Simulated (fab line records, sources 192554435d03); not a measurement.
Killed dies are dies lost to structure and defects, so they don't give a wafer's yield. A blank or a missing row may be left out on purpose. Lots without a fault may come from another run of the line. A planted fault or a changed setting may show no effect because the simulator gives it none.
fab line records	flow n5-finfet	part 2 of 2: steps 4 to 6 of 6
record: lots: 23	wafers: 69	last-day: 17
route steps=1938 shown HKMG_FIN@405
lots with no fault: from the same line, run without faults
start-h: start of the lot's first displayed wafer, in hours after the record's first day	wait-h: hours elapsed since this lot's preceding step	" the same as in the row above	L1.1+2: one row covering several wafers at once	- no value, or no start given	* or withheld: withheld	< > ~ a bound
route shown NAME@n: names a module that has steps shown in the file, with the first one's number in the route	usual: mean/standard deviation of fault-free wafers	same: alike in all rows	chamber/n: place in a boat	sites: readings site by site	_std_site: the standard deviation of these	_edge_site: outer sites' mean less inner sites'	radius-mm: for every site, how far away it sits from the centre of the wafer	mask NAME#n: copy n	behind: tool/chamber where the wafer was last shaped	hold: cause of the lot's hold/its duration in hours/its outcome	device: whichever transistor did not switch (one of n, p or np)	end of line: tests run on the same wafers once the route is complete	where a step has no rows: the recipe by itself	killed: dies that structure and defects cost at the first sort, which is not the same as the wafer's yield	map: the dies of a wafer, with x for killed, . for not killed, _ for no die there
set.NAME: the setting that was run; set.NAME@STEP: the one run at that earlier step	model.NAME: the simulator's own value behind a step, which no gauge read
the route's steps for a sample of lots (tables are steps, rows are wafers)
services: when a tool's chamber went out of use (start-h, in hours from the record's first day, below 0 if earlier), for how many hours, and the reason
== steps ==
step: N5_HKMG_FIN_STRIP_92
recipe: chemistry: N2/H2	material: SOC	time-s: 20	power-w: 500	temp-c: 40	pressure-mtorr: 50	rf-frequency-hz: 6e+07	bias-power-w: 8	h2-frac: 0.5	n2-flow-sccm: 300	h2-flow-sccm: 300
usual: drypump-motor-current-A: 5.5/0.48	oes-product-au: 0.79/0.081	rf-vpp-V: 54.2/0.87	showerhead-plenum-p-Torr: 3.35/0.13	throttle-valve-pct: 19.2/0.35
lot.wafer	tool	chamber	start-h	wait-h	drypump-motor-current-A	oes-product-au	rf-hours-counter-h	rf-vpp-V	showerhead-plenum-p-Torr	throttle-valve-pct
L074.1	rie-diel-06	1	75.46	0.1	5.6	0.76	155	55.5	3.36	19.6
L074.4	"	2	"	"	5.3	0.77	144	56.7	3.37	19.4
L074.6	"	1	"	"	5.6	0.76	-	53.0	3.36	19.6
L075.1	rie-diel-06	3	84.79	0.1	4.9	0.71	233	54.6	3.19	19.7
L075.4	"	1	"	"	5.6	0.76	158	52.6	3.36	19.5
L075.6	"	2	"	"	5.3	0.77	-	54.6	3.37	19.4
L076.2	rie-diel-06	2	87.61	0.1	5.3	0.78	148	54.3	3.36	19.4
L076.3	"	3	"	"	4.9	0.71	234	55.5	3.19	19.7
L076.4	"	1	"	"	5.6	0.76	159	54.2	3.36	19.6
L077.2	rie-diel-05	2	92.75	0.1	5.4	0.91	19	54.3	3.59	19.0
L077.3	"	1	"	"	5.1	0.97	7	53.0	3.29	18.8
L077.5	"	2	"	"	5.4	0.93	-	54.8	3.59	19.0
L078.1	rie-diel-05	2	99.15	0.1	5.4	0.90	22	55.5	3.59	19.0
L078.2	"	0	"	"	5.9	0.79	97	54.6	3.51	19.2
L078.3	"	1	"	"	5.1	0.95	10	53.6	3.29	18.9
L079.3	rie-diel-06	1	105.16	0.1	5.6	0.75	165	54.8	3.35	19.6
L079.4	"	0	"	"	4.8	0.79	128	54.4	3.22	18.5
L079.5	"	1	"	"	5.6	0.75	-	52.6	3.35	19.6
L080.2	rie-diel-06	1	111.97	0.1	5.6	0.76	167	54.4	3.35	19.6
L080.3	"	3	"	"	4.9	0.70	243	53.9	3.18	19.7
L080.6	"	3	"	"	4.9	0.70	-	53.7	3.18	19.8
L081.2	rie-diel-04	0	117.00	0.1	5.8	0.70	195	54.8	3.48	19.7
L081.3	"	3	"	"	5.1	0.79	106	53.0	3.37	18.9
L081.4	"	2	"	"	6.3	0.90	37	52.4	3.29	18.9
L082.1	rie-diel-06	3	124.51	0.1	4.8	0.70	248	55.4	3.18	19.7
L082.4	"	0	"	"	4.8	0.77	134	54.4	3.22	18.5
L082.5	"	2	"	"	5.3	0.76	-	54.6	3.36	19.4
L083.1	rie-diel-05	2	130.13	0.1	5.4	0.88	32	55.1	3.58	19.0
L083.5	"	0	"	"	5.9	0.79	-	53.9	3.51	19.2
L083.6	"	1	"	"	5.1	0.92	-	54.6	3.29	18.9
L084.1	rie-diel-06	3	137.55	0.1	4.8	0.70	254	54.1	3.18	19.8
L084.2	"	2	"	"	5.3	0.75	168	56.4	3.35	19.5
L084.4	"	2	"	"	5.3	0.75	-	54.7	3.35	19.5
L085.3	rie-diel-05	3	146.36	0.1	6.4	0.69	223	53.7	3.17	19.2
L085.4	"	0	"	"	5.9	0.78	111	55.6	3.51	19.2
L085.5	"	0	"	"	5.9	0.78	-	54.5	3.51	19.2
L086.1	rie-diel-04	2	149.93	0.1	6.3	0.89	49	54.3	3.28	18.9
L086.2	"	0	"	"	5.8	0.70	206	55.4	3.47	19.7
L086.4	"	3	"	"	5.1	0.79	118	54.7	3.36	18.9
L087.2	rie-diel-05	1	159.87	0.1	5.1	0.89	31	53.5	3.28	18.9
L087.4	"	3	"	"	6.4	0.68	227	52.6	3.17	19.2
L087.5	"	2	"	"	5.4	0.87	-	54.3	3.57	19.0
L088.3	rie-diel-04	3	161.73	0.1	5.1	0.78	121	53.3	3.36	18.9
L088.4	"	2	"	"	6.3	0.88	53	53.7	3.28	18.9
L088.5	"	0	"	"	5.7	0.69	-	54.7	3.47	19.7
L089.1	rie-diel-05	2	167.95	0.1	5.3	0.88	45	53.5	3.57	19.0
L089.2	"	1	"	"	5.1	0.88	34	53.8	3.28	18.9
L089.6	"	2	"	"	5.3	0.87	-	54.1	3.57	19.0
L090.1	rie-diel-06	0	175.50	0.1	4.8	0.76	157	53.6	3.21	18.5
L090.4	"	3	"	"	4.9	1.02	1	55.8	3.58	19.4
L090.5	"	1	"	"	5.6	0.74	-	52.5	3.34	19.6
L091.3	rie-diel-06	3	178.13	0.1	4.8	1.02	2	55.2	3.58	19.4
L091.4	"	1	"	"	5.6	0.73	187	53.5	3.34	19.6
L091.5	"	0	"	"	4.8	0.77	-	54.2	3.21	18.5
L093.3	rie-diel-04	0	197.64	0.1	5.7	0.68	220	54.5	3.46	19.7
L093.4	"	1	"	"	5.9	0.73	184	53.4	3.23	19.0
L093.6	"	2	"	"	6.4	0.85	-	53.4	3.27	19.0
L094.1	rie-diel-05	2	200.84	0.1	5.3	0.85	58	54.7	3.57	19.0
L094.4	"	0	"	"	5.9	0.77	130	53.8	3.49	19.2
L094.5	"	0	"	"	5.9	0.76	-	54.8	3.49	19.2
L095.1	rie-diel-05	2	203.31	0.1	5.4	0.84	59	56.0	3.57	19.0
L095.4	"	1	"	"	5.1	0.86	49	53.2	3.27	18.9
L095.6	"	2	"	"	5.4	0.85	-	54.1	3.57	19.0
L096.3	rie-diel-05	1	212.01	0.1	5.1	0.86	51	55.1	3.27	19.0
L096.5	"	3	"	"	6.4	0.66	-	54.8	3.16	19.2
L096.6	"	0	"	"	5.9	0.76	-	55.5	3.49	19.3
L097.1	rie-diel-04	0	216.40	0.1	5.8	0.67	226	54.3	3.46	19.7
L097.2	"	2	"	"	6.3	0.85	68	52.9	3.27	19.0
L097.5	"	1	"	"	5.9	0.73	-	54.1	3.22	19.0
step: N5_HKMG_FIN_W_FILL_22
recipe: material: W	target-thk-a: 600	temp-c: 400	pressure-torr: 39.4	time-s: 18.2
usual: heater-power-outer-w: 567/100	heater-power-w: 876/140	throttle-valve-pct: 18.9/0.63
lot.wafer	tool	chamber	start-h	wait-h	heater-power-outer-w	heater-power-w	since-wet-clean-h	throttle-valve-pct
L074.1	cvd-w-02	0	78.60	0.0	726	1085	761	19.8
L074.4	"	0	"	"	723	1080	-	19.6
L074.6	"	0	"	"	728	1081	-	19.4
L075.1	cvd-w-02	0	88.06	0.1	710	1073	770	19.5
L075.4	"	0	"	"	713	1083	-	19.6
L075.6	"	0	"	"	716	1055	-	19.4
L076.2	cvd-w-02	0	91.01	0.1	705	1057	-	19.8
L076.3	"	0	"	"	705	1056	-	19.6
L076.4	"	0	"	"	715	1076	-	19.6
L077.2	cvd-w-01	1	95.86	0.0	534	762	264	18.1
L077.3	"	1	"	"	544	783	-	18.0
L077.5	"	0	"	"	453	740	-	18.6
L078.1	cvd-w-01	0	102.26	0.0	450	752	270	18.6
L078.2	"	1	"	"	548	768	270	18.0
L078.3	"	1	"	"	549	773	-	18.0
L079.3	cvd-w-01	0	108.56	0.0	443	732	-	18.6
L079.4	"	1	"	"	549	761	-	18.2
L079.5	"	1	"	"	544	758	-	18.3
L080.2	cvd-w-02	0	115.19	0.0	731	1063	797	19.6
L080.3	"	1	"	"	604	997	-	19.3
L080.6	"	0	"	"	713	1057	-	19.7
L081.2	cvd-w-02	1	120.19	0.0	612	961	802	19.6
L081.3	"	1	"	"	605	999	-	19.1
L081.4	"	0	"	"	726	1082	-	19.6
L082.1	cvd-w-01	1	127.62	0.0	545	787	296	18.1
L082.4	"	0	"	"	445	745	-	18.3
L082.5	"	0	"	"	452	736	-	18.5
L083.1	cvd-w-01	0	133.24	0.0	448	743	301	18.9
L083.5	"	0	"	"	435	747	-	18.6
L083.6	"	1	"	"	553	763	-	18.3
L084.1	cvd-w-01	0	140.67	0.0	437	748	309	18.6
L084.2	"	1	"	"	540	762	309	18.2
L084.4	"	1	"	"	544	768	-	18.2
L085.3	cvd-w-02	1	149.64	0.0	611	974	-	19.1
L085.4	"	0	"	"	696	1062	-	19.8
L085.5	"	0	"	"	699	1064	-	19.7
L086.1	cvd-w-01	0	153.08	0.0	442	739	321	18.5
L086.2	"	1	"	"	540	763	321	18.3
L086.4	"	0	"	"	446	758	-	18.6
L087.2	cvd-w-01	1	163.03	0.0	547	770	331	18.3
L087.4	"	0	"	"	443	771	-	18.3
L087.5	"	1	"	"	557	773	-	18.1
L088.3	cvd-w-01	1	164.93	0.0	526	766	-	18.3
L088.4	"	0	"	"	457	750	-	18.7
L088.5	"	1	"	"	542	773	-	18.1
L089.1	cvd-w-01	0	171.12	0.0	432	747	339	18.7
L089.2	"	1	"	"	537	753	339	18.1
L089.6	"	1	"	"	539	768	-	18.1
L090.1	cvd-w-01	1	178.62	0.0	546	773	347	18.2
L090.4	"	0	"	"	451	752	-	18.5
L090.5	"	1	"	"	541	757	-	18.3
L091.3	cvd-w-01	0	181.25	0.0	442	748	-	18.5
L091.4	"	1	"	"	537	760	-	18.3
L091.5	"	0	"	"	446	753	-	18.5
L093.3	cvd-w-02	0	201.00	0.0	700	1063	-	19.8
L093.4	"	1	"	"	613	984	-	19.4
L093.6	"	1	"	"	604	1005	-	19.2
L094.1	cvd-w-02	0	204.12	0.0	739	1074	886	20.0
L094.4	"	1	"	"	606	973	-	19.5
L094.5	"	0	"	"	704	1045	-	19.6
L095.1	cvd-w-02	0	206.46	0.0	703	1048	888	20.0
L095.4	"	1	"	"	616	979	-	19.1
L095.6	"	1	"	"	600	974	-	19.5
L096.3	cvd-w-02	1	215.35	0.0	607	980	-	19.6
L096.5	"	1	"	"	611	975	-	19.6
L096.6	"	0	"	"	704	1100	-	20.0
L097.1	cvd-w-01	0	219.77	0.0	444	749	388	19.0
L097.2	"	1	"	"	546	770	388	17.9
L097.5	"	0	"	"	445	727	-	18.8
step: N5_HKMG_FIN_INSPECT_28
recipe: inspect-instrument: darkfield	mode: post-cmp
usual: raw-defect-count: 43/17
lot.wafer	tool	chamber	start-h	wait-h	raw-defect-count
L074.1	defect-inspect-01	-	79.42	0.0	48
L074.4	"	-	"	"	44
L074.6	"	-	"	"	40
L075.1	defect-inspect-01	-	88.94	0.0	37
L075.4	"	-	"	"	25
L075.6	"	-	"	"	36
L076.2	defect-inspect-02	-	91.85	0.0	44
L076.3	"	-	"	"	41
L076.4	"	-	"	"	41
L077.2	defect-inspect-02	-	96.80	0.0	18
L077.3	"	-	"	"	26
L077.5	"	-	"	"	15
L078.1	defect-inspect-02	-	103.08	0.0	54
L078.2	"	-	"	"	35
L078.3	"	-	"	"	34
L079.3	defect-inspect-02	-	109.40	0.0	48
L079.4	"	-	"	"	36
L079.5	"	-	"	"	23
L080.2	defect-inspect-02	-	116.01	0.0	22
L080.3	"	-	"	"	42
L080.6	"	-	"	"	36
L081.2	defect-inspect-01	-	121.01	0.0	69
L081.3	"	-	"	"	70
L081.4	"	-	"	"	73
L082.1	defect-inspect-01	-	128.43	0.0	56
L082.4	"	-	"	"	49
L082.5	"	-	"	"	41
L083.1	defect-inspect-01	-	134.06	0.0	57
L083.5	"	-	"	"	28
L083.6	"	-	"	"	51
L084.1	defect-inspect-02	-	141.50	0.0	53
L084.2	"	-	"	"	33
L084.4	"	-	"	"	85
L085.3	defect-inspect-02	-	150.47	0.0	35
L085.4	"	-	"	"	24
L085.5	"	-	"	"	29
L086.1	defect-inspect-02	-	153.90	0.0	56
L086.2	"	-	"	"	69
L086.4	"	-	"	"	43
L087.2	defect-inspect-02	-	163.85	0.0	76
L087.4	"	-	"	"	27
L087.5	"	-	"	"	40
L088.3	defect-inspect-01	-	165.75	0.0	31
L088.4	"	-	"	"	76
L088.5	"	-	"	"	36
L089.1	defect-inspect-02	-	171.96	0.0	20
L089.2	"	-	"	"	39
L089.6	"	-	"	"	24
L090.1	defect-inspect-01	-	179.49	0.0	37
L090.4	"	-	"	"	60
L090.5	"	-	"	"	60
L091.3	defect-inspect-02	-	182.06	0.0	23
L091.4	"	-	"	"	50
L091.5	"	-	"	"	14
L093.3	defect-inspect-02	-	201.87	0.0	47
L093.4	"	-	"	"	69
L093.6	"	-	"	"	75
L094.1	defect-inspect-02	-	204.94	0.0	40
L094.4	"	-	"	"	50
L094.5	"	-	"	"	30
L095.1	defect-inspect-01	-	207.48	0.2	24
L095.4	"	-	"	"	62
L095.6	"	-	"	"	42
L096.3	defect-inspect-01	-	216.25	0.0	54
L096.5	"	-	"	"	36
L096.6	"	-	"	"	53
L097.1	defect-inspect-02	-	220.68	0.0	38
L097.2	"	-	"	"	23
L097.5	"	-	"	"	26
== services ==
tool	chamber	start-h	hours	kind
rie-diel-05	1	50.04	5.8	repair
rie-diel-05	1	55.90	-	clean
rie-diel-05	1	55.90	-	consumable-replace:focus-ring
rie-diel-05	2	56.85	6.6	repair
rie-diel-04	3	62.88	3.4	repair
rie-diel-04	2	65.04	4.3	repair
ald-metal-01	3	69.53	5.4	repair
rie-diel-05	3	70.68	31.9	repair
cvd-w-01	-	77.54	1.4	repair
cvd-w-02	1	85.54	15.9	repair
ald-metal-04	-	139.48	1.1	repair
rie-diel-06	3	149.23	-	clean
rie-diel-06	3	149.23	-	consumable-replace:focus-ring
rie-diel-06	3	149.23	-	consumable-replace:showerhead
ald-metal-04	-	160.37	0.2	repair
rie-diel-04	-	164.74	4.3	pm
ald-metal-02	-	169.20	0.7	repair
ald-metal-04	1	170.41	27.5	repair
cvd-w-02	-	173.25	14.6	pm
cvd-w-01	0	191.16	3.0	repair
ald-metal-01	1	202.78	8.2	repair
rie-diel-04	-	212.56	0.5	repair
rie-diel-05	0	213.29	4.7	repair
rie-diel-06	-	216.71	2.8	pm
